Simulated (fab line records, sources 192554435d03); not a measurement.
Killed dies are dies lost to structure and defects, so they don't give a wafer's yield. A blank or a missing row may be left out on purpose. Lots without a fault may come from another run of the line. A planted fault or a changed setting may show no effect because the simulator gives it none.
Which tool did it? | flow n5_finfet | 9 lots, 27 wafers sampled, at 7 steps of a route of 1938

WHAT THE GAUGES READ, wafer by wafer
N5_MOL_CONTACT_COAG_INSPECT_97: inspects for defects (darkfield).
lot  | measured     | on                | raw_defect_count
L623 | day 5 09:04  | defect_inspect-01 | 54 59 67
L625 | day 5 22:19  | defect_inspect-02 | 25 30 15
L626 | day 6 01:20  | defect_inspect-01 | 51 33 27
L635 | day 8 10:12  | defect_inspect-02 | 42 25 21
L636 | day 8 13:49  | defect_inspect-01 | 74 108 54
L640 | day 9 18:05  | defect_inspect-01 | 35 51 48
L641 | day 9 21:08  | defect_inspect-02 | 33 30 51
L645 | day 10 21:19 | defect_inspect-01 | 39 37 40
L646 | day 11 02:46 | defect_inspect-02 | 31 40 32

N5_BEOL_M0_SAQP_THK_MEAS_05.
lot  | measured     | on            | thk_nm (nm)
L623 | day 5 10:11  | film_metro-02 | 59.9 59.3 60.0
L625 | day 6 00:37  | film_metro-02 | 59.4 60.6 60.8
L626 | day 6 03:33  | film_metro-02 | 59.8 60.0 61.0
L635 | day 8 11:34  | film_metro-02 | 59.6 60.0 59.7
L636 | day 8 17:42  | film_metro-01 | 59.8 61.0 60.9
L640 | day 9 22:34  | film_metro-02 | 50.1 50.7 50.1
L641 | day 9 23:35  | film_metro-01 | 49.8 51.0 51.9
L645 | day 10 23:59 | film_metro-01 | 60.2 60.3 60.8
L646 | day 11 03:52 | film_metro-01 | 60.1 60.7 60.9

N5_BEOL_M4_RC_MEAS_101.
lot  | measured     | on        | DIBL_N (mV/V)  | DIBL_P (mV/V)  | IOFF_N (nA/um)    | IOFF_P (nA/um)    | ION_N (uA/um) | ION_P (uA/um) | SS_N (mV/dec)  | SS_P (mV/dec)  | VT_N (mV)         | VT_P (mV)
L623 | day 10 17:33 | prober-02 | 36.8 37.3 36.5 | 35.9 36.5 35.9 | 0.146 0.154 0.142 | 0.228 0.235 0.226 | 660 669 662   | 468 467 464   | 71.4 71.2 71.4 | 73.2 73.5 74.0 | 254.4 251.4 251.8 | -246 -244 -246
L625 | day 10 22:09 | prober-02 | 34.9 36.0 35.5 | 32.8 34.5 34.1 | 0.140 0.161 0.154 | 0.178 0.202 0.193 | 673 675 670   | 464 466 457   | 71.2 71.0 70.9 | 72.9 72.9 73.0 | 250.1 248.8 249.8 | -251 -252 -251
L626 | day 11 04:32 | prober-02 | 35.4 36.8 36.9 | 35.1 36.9 37.4 | 0.154 0.183 0.185 | 0.207 0.242 0.248 | 667 678 683   | 461 467 468   | 71.7 72.5 72.2 | 73.3 73.5 73.1 | 249.7 247.9 245.7 | -248 -247 -248
L635 | day 14 01:33 | prober-01 | 37.1 35.0 37.1 | 36.4 34.6 36.7 | 0.151 0.121 0.147 | 0.197 0.174 0.213 | 673 664 664   | 459 458 456   | 71.6 71.2 71.8 | 73.1 72.9 73.4 | 250.6 257.0 253.5 | -255 -254 -252
L636 | day 13 18:49 | prober-02 | 35.0 36.7 35.6 | 35.5 37.0 36.5 | 0.156 0.173 0.162 | 0.220 0.237 0.226 | 674 674 679   | 467 463 466   | 72.4 72.5 71.6 | 73.4 73.5 72.8 | 250.1 248.2 250.3 | -248 -248 -247
L640 | day 15 06:02 | prober-01 | 36.6 37.4 37.7 | 36.6 38.0 38.4 | 0.146 0.164 0.167 | 0.185 0.200 0.201 | 673 673 683   | 457 457 467   | 70.9 72.1 72.1 | 73.4 73.1 74.0 | 251.3 249.9 250.7 | -254 -254 -252
L641 | day 14 13:06 | prober-02 | 36.6 37.0 36.6 | 36.4 36.2 36.0 | 0.154 0.161 0.151 | 0.181 0.184 0.178 | 683 682 686   | 459 463 460   | 71.6 71.1 72.5 | 74.2 73.7 73.2 | 249.8 249.2 250.2 | -256 -253 -253
L645 | day 16 12:02 | prober-02 | 36.7 36.7 36.0 | 37.5 37.0 36.0 | 0.168 0.166 0.152 | 0.178 0.170 0.169 | 679 671 658   | 450 443 443   | 72.5 71.5 71.6 | 73.2 72.9 73.0 | 250.9 251.7 250.1 | -256 -255 -256
L646 | day 16 06:34 | prober-02 | 36.8 37.9 34.4 | 36.1 37.3 32.9 | 0.155 0.179 0.123 | 0.218 0.236 0.166 | 681 696 668   | 469 468 455   | 72.4 71.5 71.7 | 73.6 74.0 72.3 | 247.5 247.6 252.1 | -249 -251 -254

WHICH TOOL RAN EACH LOT (tool, then ch and the chambers of the sampled wafers, then the start)
lot  | N5_BEOL_M0_SAQP_PECVD_00        | N5_BEOL_M0_SAQP_PECVD_03       | N5_BEOL_M0_SAQP_PECVD_04       | N5_BEOL_M0_SAQP_MANDREL_ETCH_20
L623 | pecvd-03 ch 1, day 5 09:24      | pecvd-02 ch 0,2, day 5 09:58   | pecvd-02 ch 0,2, day 5 10:05   | rie_si-02 ch 1,2,3, day 5 11:02
L625 | pecvd-03 ch 1,2, day 5 22:39    | pecvd-03 ch 1,2, day 6 00:19   | pecvd-03 ch 1,2, day 6 00:29   | rie_si-01 ch 0,1,2, day 6 01:20
L626 | pecvd-01 ch 0,1,2, day 6 01:39  | pecvd-02 ch 0,2, day 6 03:20   | pecvd-02 ch 0,2, day 6 03:27   | rie_si-01 ch 0,2,3, day 6 04:26
L635 | pecvd-02 ch 1,2, day 8 10:29    | pecvd-01 ch 0,2, day 8 11:22   | pecvd-01 ch 0,2, day 8 11:28   | rie_si-01 ch 1,3, day 8 12:25
L636 | pecvd-01 ch 0,1, day 8 14:08    | pecvd-03 ch 0,1, day 8 17:29   | pecvd-03 ch 0,1, day 8 17:36   | rie_si-02 ch 0,3, day 8 18:35
L640 | pecvd-02 ch 0, day 9 18:25      | pecvd-03 ch 0,2, day 9 22:21   | pecvd-03 ch 0,2, day 9 22:28   | rie_si-02 ch 0,2,3, day 9 23:26
L641 | pecvd-03 ch 0,2, day 9 21:26    | pecvd-03 ch 0,1,2, day 9 23:22 | pecvd-03 ch 0,1,2, day 9 23:29 | rie_si-01 ch 1,2,3, day 10 00:27
L645 | pecvd-03 ch 0,1,2, day 10 21:38 | pecvd-01 ch 0,2, day 10 23:46  | pecvd-01 ch 0,2, day 10 23:53  | rie_si-01 ch 0,1,2, day 11 00:42
L646 | pecvd-02 ch 0,1,2, day 11 03:05 | pecvd-02 ch 0,1, day 11 03:40  | pecvd-02 ch 0,1, day 11 03:46  | rie_si-01 ch 0,2,3, day 11 04:43
- N5_BEOL_M0_SAQP_PECVD_00: deposits SiCN from 3MS/NH3, target thk 8 nm, time 14 s.
- N5_BEOL_M0_SAQP_PECVD_03: deposits SiCN from 3MS/NH3, target thk 12 nm, time 21.1 s.
- N5_BEOL_M0_SAQP_PECVD_04: deposits a-Si from SiH4/He, target thk 60 nm, time 60.2 s.
- N5_BEOL_M0_SAQP_MANDREL_ETCH_20: etches a-Si in HBr/Cl2, stops on SiNx, target depth 60 nm, bt time 10 s, time 30 s.

WHAT THE TOOLS THEMSELVES READ (means of the sampled wafers that have a number; where no wafer has one, the mark that the record gives instead)
N5_BEOL_M0_SAQP_PECVD_00.
lot  | tool     | showerhead_plenum_p_Torr (Torr) | throttle_valve_pct (%)
L623 | pecvd-03 | 3.682                           | 9.6
L625 | pecvd-03 | 3.680                           | 9.3
L626 | pecvd-01 | 3.670                           | 9.1
L635 | pecvd-02 | 3.651                           | 9.4
L636 | pecvd-01 | 3.676                           | 9.4
L640 | pecvd-02 | 3.649                           | 9.2
L641 | pecvd-03 | 3.670                           | 9.1
L645 | pecvd-03 | 3.681                           | 9.2
L646 | pecvd-02 | 3.657                           | 9.1

N5_BEOL_M0_SAQP_PECVD_03.
lot  | tool     | showerhead_plenum_p_Torr (Torr) | throttle_valve_pct (%)
L623 | pecvd-02 | 3.662                           | 9.2
L625 | pecvd-03 | 3.682                           | 9.4
L626 | pecvd-02 | 3.663                           | 9.3
L635 | pecvd-01 | 3.672                           | 8.4
L636 | pecvd-03 | 3.668                           | 9.0
L640 | pecvd-03 | 3.673                           | 9.0
L641 | pecvd-03 | 3.670                           | 9.2
L645 | pecvd-01 | 3.670                           | 8.9
L646 | pecvd-02 | 3.643                           | 9.4

N5_BEOL_M0_SAQP_PECVD_04.
lot  | tool     | heater_power_w (W) | showerhead_plenum_p_Torr (Torr) | throttle_valve_pct (%)
L623 | pecvd-02 | 624                | 5.65                            | 18.3
L625 | pecvd-03 | 557                | 5.73                            | 18.8
L626 | pecvd-02 | 611                | 5.65                            | 18.4
L635 | pecvd-01 | 529                | 5.67                            | 16.8
L636 | pecvd-03 | 656                | 5.69                            | 17.9
L640 | pecvd-03 | 542                | 5.71                            | 18.1
L641 | pecvd-03 | 570                | 5.72                            | 18.3
L645 | pecvd-01 | 551                | 5.68                            | 17.9
L646 | pecvd-02 | 614                | 5.59                            | 19.3

N5_BEOL_M0_SAQP_MANDREL_ETCH_20.
lot  | tool      | HBr_flow_sccm (sccm) | drypump_motor_current_A (A) | oes_product_au (a.u.) | throttle_valve_pct (%)
L623 | rie_si-02 | 150.2                | 5.7                         | 0.774                 | 35.59
L625 | rie_si-01 | 149.6                | 5.7                         | 0.766                 | 35.65
L626 | rie_si-01 | 149.5                | 5.8                         | 0.772                 | 35.51
L635 | rie_si-01 | 149.9                | 5.9                         | 0.771                 | 35.40
L636 | rie_si-02 | 150.1                | 5.6                         | 0.781                 | 35.71
L640 | rie_si-02 | 149.8                | 5.4                         | 0.698                 | 35.76
L641 | rie_si-01 | 150.5                | 5.8                         | 0.701                 | 35.56
L645 | rie_si-01 | 150.2                | 5.7                         | 0.766                 | 35.66
L646 | rie_si-01 | 149.7                | 5.8                         | 0.775                 | 35.51

THE ANSWER, worked out from the rows above alone
Rule: what is usual is taken from the lots themselves. Put in order of their means at a reading, lots are off if they are a third of the lots or fewer, leave a main group of 4 or more, and stand apart from it by a gap of 3 or more times the standard deviation of the main group's means; of several such gaps the widest counts. A main group whose means are all the same, to the digits that the tables above print for the reading, isn't used. A lot without any number at a reading at which 4 lots or more have one is off too. The other lots that the step has rows for count as sound. The gauges are gone through in route order, then the tools' own readings, and for those a lot's mean is taken as printed above. The first step at which some lot is off is used, and at that step the reading that is off furthest; a lot without a number counts as furthest.
Off: L640, L641, at N5_BEOL_M0_SAQP_THK_MEAS_05 (thk_nm). The main group: mean 60.2 nm, standard deviation 0.32.
A tool fits if, at a process step before that reading, it ran every lot that is off, and no sound lot after the first of them. The gauges at N5_BEOL_M0_SAQP_THK_MEAS_05 aren't tried: what is off there is off at N5_BEOL_M0_SAQP_MANDREL_ETCH_20 too, on other tools, and a gauge's error can't cause that. One fits: pecvd-03 at N5_BEOL_M0_SAQP_PECVD_03 and N5_BEOL_M0_SAQP_PECVD_04. At N5_BEOL_M0_SAQP_PECVD_03 its last sound lot is L636 (day 8 17:29), its first lot that is off L640 (day 9 22:21): a fault that began between those two fits.

WHAT THE SIMULATOR HAD PUT IN
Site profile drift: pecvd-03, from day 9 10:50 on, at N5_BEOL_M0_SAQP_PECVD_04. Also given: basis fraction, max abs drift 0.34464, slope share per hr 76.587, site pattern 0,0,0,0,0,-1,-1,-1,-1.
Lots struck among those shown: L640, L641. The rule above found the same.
